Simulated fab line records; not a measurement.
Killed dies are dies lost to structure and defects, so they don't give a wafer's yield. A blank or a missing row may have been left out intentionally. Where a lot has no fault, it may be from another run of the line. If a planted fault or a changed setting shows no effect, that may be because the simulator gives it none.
Chamber matching ; flow n5Finfet ; N5_BEOL_M4_STRIP_36 on rieDiel-01 has 4 sister chambers
The step strips in N2/H2. 18 wafers are shown with their chamber, then 9 later ones without.

EACH WAFER AND ITS CHAMBER
wafer;chamber;showerheadPlenumPTorr (Torr);drypumpMotorCurrentA (A);throttleValvePct (%)
L077.1;1;2.57;5.8;23.61
L077.2;2;2.47;6.3;23.71
L077.5;0;2.68;5.7;23.84
L079.3;3;2.53;5.6;23.79
L079.5;1;2.56;5.7;23.60
L079.6;2;2.46;6.3;23.74
L081.1;0;2.67;5.7;23.86
L081.3;1;2.56;5.8;23.60
L081.6;1;2.56;5.8;23.59
L082.1;3;2.53;5.6;23.75
L082.3;1;2.56;5.8;23.62
L082.4;2;2.46;6.2;23.73
L090.1;1;2.55;5.8;23.64
L090.4;1;2.55;5.8;23.66
L090.5;2;2.45;6.2;23.76
L093.1;1;2.55;5.7;23.67
L093.3;3;2.52;5.6;23.82
L093.5;1;2.55;5.7;23.67

SIGNATURES (averages over the wafers above)
reading;chamber 0;chamber 1;chamber 2;chamber 3;scatter within a chamber
showerheadPlenumPTorr;2.6750;2.5567;2.4600;2.5267;0.00715
drypumpMotorCurrentA;5.700;5.767;6.250;5.600;0.0463
throttleValvePct;23.8500;23.6289;23.7350;23.7867;0.0293
Rule: for each reading, subtract the chamber's mean from the wafer's reading, divide by that reading's scatter and square the result; add these up over the readings and take the root, which gives the wafer's distance from the chamber. The wafer belongs to the nearest chamber; if the next one is less than 2 further off, it can't be placed. The scatter: take each reading less its chamber's mean, square it, sum over the shown wafers, divide by the number of wafers less the number of chambers, and take the root.

WAFERS WITH NO CHAMBER GIVEN
wafer;showerheadPlenumPTorr (Torr);drypumpMotorCurrentA (A);throttleValvePct (%)
L096.1;2.44;6.3;23.80
L096.2;2.55;5.8;23.64
L096.3;2.52;5.6;23.86
L095.1;2.52;5.6;23.86
L095.2;2.66;5.7;23.88
L095.4;2.44;6.2;23.77
L094.1;2.44;6.3;23.80
L094.4;2.51;5.6;23.86
L094.5;2.52;5.6;23.85

WHICH CHAMBER EACH ONE RAN IN
wafer;from the rows above;in truth
L096.1;2;2
L096.2;1;1
L096.3;3;3
L095.1;3;3
L095.2;0;0
L095.4;2;2
L094.1;2;2
L094.4;3;3
L094.5;3;3
Correct placement for 9 of the 9. Left unplaced by these rows: 0. Placed wrongly: 0.
